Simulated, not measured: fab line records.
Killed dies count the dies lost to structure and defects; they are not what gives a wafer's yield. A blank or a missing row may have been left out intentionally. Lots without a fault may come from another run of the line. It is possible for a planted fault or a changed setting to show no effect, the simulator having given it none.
A single fault, viewed from 2 desks ; flow n5Finfet ; each desk holds nothing but its own numbers, with what lay behind them at the end

FROM THE METROLOGY DESK
Means of the sampled wafers that have a number, per lot and without regard to the tool the lot ran on: this is what the gauges read. If a lot's mean is further than 4 standard deviations from the usual mean, the lot is out of limits and carries the mark OUT (the distance appears in the brackets).
Columns: A = M9_ILD_THK at N5_BEOL_M9_THK_MEAS_01, usual 266.7 nm
lot;first seen here;A
L566;day 10 06:53;270.5
L567;day 10 16:37;270.3
L568;day 10 16:47;264.5
L572;day 11 17:31;267.1
L573;day 12 03:28;270.3
L574;day 12 13:03;269.4
L580;day 13 15:47;265.2
L583;day 14 01:38;266.7
L584;day 14 17:02;266.9
L589;day 15 13:23;269.3
L588;day 15 23:40;265.3
This desk found nothing out of limits on any of the 11 lots.

THE TOOL OWNER'S DESK: pecvd-03
The tool's own readings at N5_BEOL_M9_ILD_DEP_00 (deposits SiCOH lowk from DEMS/porogen, target thk 308.51 nm, time 58 s): means of the sampled wafers that have a number, for each lot that ran on this tool. If a lot's mean is further than 4 standard deviations from the usual mean, the lot is out of limits and carries the mark OUT (the distance appears in the brackets).
Columns: A = heaterPowerW at N5_BEOL_M9_ILD_DEP_00, usual 298 W; B = rfFwdPowerW at N5_BEOL_M9_ILD_DEP_00, usual 496.7 W; C = showerheadPlenumPTorr at N5_BEOL_M9_ILD_DEP_00, usual 5.739 Torr; D = susceptorTempC at N5_BEOL_M9_ILD_DEP_00, usual 300.01 C; E = throttleValvePct at N5_BEOL_M9_ILD_DEP_00, usual 13.7 %
lot;first seen here;A;B;C;D;E
L567;day 10 15:50;274;496.3;5.738;300.01;13.8
L572;day 11 16:55;296;496.9;5.736;299.77;13.8
L573;day 12 02:53;318;496.8;5.757;297.99 (-9.2) OUT;13.3
L574;day 12 12:14;288;494.9;5.746;297.94 (-9.4) OUT;14.8
Finding of this desk: L573, L574 out of limits; the first was L573 at day 12 02:53, on susceptorTempC at N5_BEOL_M9_ILD_DEP_00. In limits: L567, L572.

PUT TOGETHER
The tool owner's desk had the chance to raise an alarm at day 12 02:53 on L573, L574.
Metrology desk: nothing out of limits seen.
The metrology desk has L573, L574 on record, within its limits.
The lots listed all ran N5_BEOL_M9_ILD_DEP_00 on pecvd-03.

WHAT THE SIMULATOR HAD INSERTED
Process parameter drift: pecvd-03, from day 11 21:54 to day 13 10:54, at N5_BEOL_M9_ILD_DEP_00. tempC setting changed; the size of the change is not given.
Lots struck among those shown: L573, L574.
Each desk's first reading out of limits, in hours after the fault started: the tool owner's desk, 5.
